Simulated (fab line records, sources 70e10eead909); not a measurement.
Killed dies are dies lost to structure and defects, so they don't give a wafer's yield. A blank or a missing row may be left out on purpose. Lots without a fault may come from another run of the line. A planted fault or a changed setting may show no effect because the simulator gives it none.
Which tool did it? | flow nand_harc | 14 lots, 42 wafers sampled, at 1 step of a route of 1159

WHAT THE GAUGES READ, wafer by wafer
NHARC_A_SGD_CUT_INSPECT_25. Usual: raw_defect_count 312, standard deviation 75.
lot  | measured     | on                | raw_defect_count | flag
L719 | day 14 00:00 | defect_inspect-01 | 276 310 316      |
L717 | day 14 00:01 | defect_inspect-01 | 588 283 420      |
L718 | day 14 13:16 | defect_inspect-01 | 250 268 233      |
L723 | day 15 05:44 | defect_inspect-02 | 278 334 363      |
L726 | day 16 13:47 | defect_inspect-02 | 293 286 253      |
L729 | day 16 22:34 | defect_inspect-01 | 437 275 476      |
L728 | day 16 22:41 | defect_inspect-01 | 399 374 322      |
L733 | day 17 18:52 | defect_inspect-01 | 265 334 267      |
L735 | day 18 11:06 | defect_inspect-02 | 303 256 227      |
L737 | day 18 22:23 | defect_inspect-02 | 369 274 310      |
L736 | day 18 22:25 | defect_inspect-02 | 295 256 273      |
L739 | day 19 11:08 | defect_inspect-02 | 372 411 361      |
L738 | day 19 11:08 | defect_inspect-01 | 328 253 292      |
L740 | day 19 11:13 | defect_inspect-02 | 288 322 441      |

WHICH TOOL RAN EACH LOT (tool, then ch and the chambers of the sampled wafers, then the start)
The record holds no process step before these readings.

WHAT THE TOOLS THEMSELVES READ (means of the sampled wafers that have a number; where no wafer has one, the mark that the record gives instead)
The record holds no such reading with a usual standard deviation.

THE ANSWER, worked out from the rows above alone
Rule: a lot is off if the mean of its wafers that have a number lies more than 3 standard deviations from the usual mean. A lot without any number at a reading at which 4 lots or more have one is off too. The other lots that the step has rows for count as sound. The gauges are gone through in route order, then the tools' own readings, and for those a lot's mean is taken as printed above. The first step at which some lot is off is used, and at that step the reading that is off furthest; a lot without a number counts as furthest.
No lot is off at any reading shown: from this, nothing can be told.

WHAT THE SIMULATOR HAD PUT IN
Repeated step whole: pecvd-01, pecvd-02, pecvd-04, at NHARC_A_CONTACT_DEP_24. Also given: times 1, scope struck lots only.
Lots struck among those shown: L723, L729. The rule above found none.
